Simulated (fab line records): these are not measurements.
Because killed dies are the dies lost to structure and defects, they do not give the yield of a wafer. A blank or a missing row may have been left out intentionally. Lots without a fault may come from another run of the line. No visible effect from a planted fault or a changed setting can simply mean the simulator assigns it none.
Chamber matching + flow nand harc + 3 sister chambers for NHARC_A_M0_DEP_32 on pecvd-04
The step deposits SiCN, target thk 30 nm. 3 wafers are shown with their chamber, then 7 later ones without.

WAFERS WITH THEIR CHAMBER
| wafer  | chamber | heater power w (W) |
|--------|---------|--------------------|
| L085.1 | 0       | 566                |
| L085.3 | 2       | 520                |
| L089.4 | 1       | 718                |

WAFERS MISSING THEIR CHAMBER
| wafer  | heater power w (W) |
|--------|--------------------|
| L089.5 | 476                |
| L091.2 | 536                |
| L091.4 | 778                |
| L091.6 | 539                |
| L093.2 | 546                |
| L093.3 | 496                |
| L093.4 | 496                |

WHICH CHAMBER EACH WENT THROUGH
| wafer  | from the rows above     | in truth |
|--------|-------------------------|----------|
| L089.5 | can't be placed: 2 or 0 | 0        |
| L091.2 | can't be placed: 2 or 0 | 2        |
| L091.4 | 1                       | 1        |
| L091.6 | can't be placed: 2 or 0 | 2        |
| L093.2 | can't be placed: 0 or 2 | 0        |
| L093.3 | can't be placed: 2 or 0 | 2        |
| L093.4 | can't be placed: 2 or 0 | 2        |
Correct placement for 1 of the 7. Unplaceable from these rows: 6, with the true chamber sitting among the candidates in 6. Number placed wrongly: 0.
How it was worked out, from the rows above alone: a wafer's distance from a chamber is the root of the sum, over the readings, of the square of ((its reading less the chamber's mean) divided by the reading's scatter). If the next closest chamber is less than 2 further off than the closest, the wafer can't be placed; otherwise it belongs to the closest. A chamber's mean is the mean of its shown wafers. The scatter: root of mean squared gap, hidden wafer to nearest shown wafer, with one shown wafer a chamber.
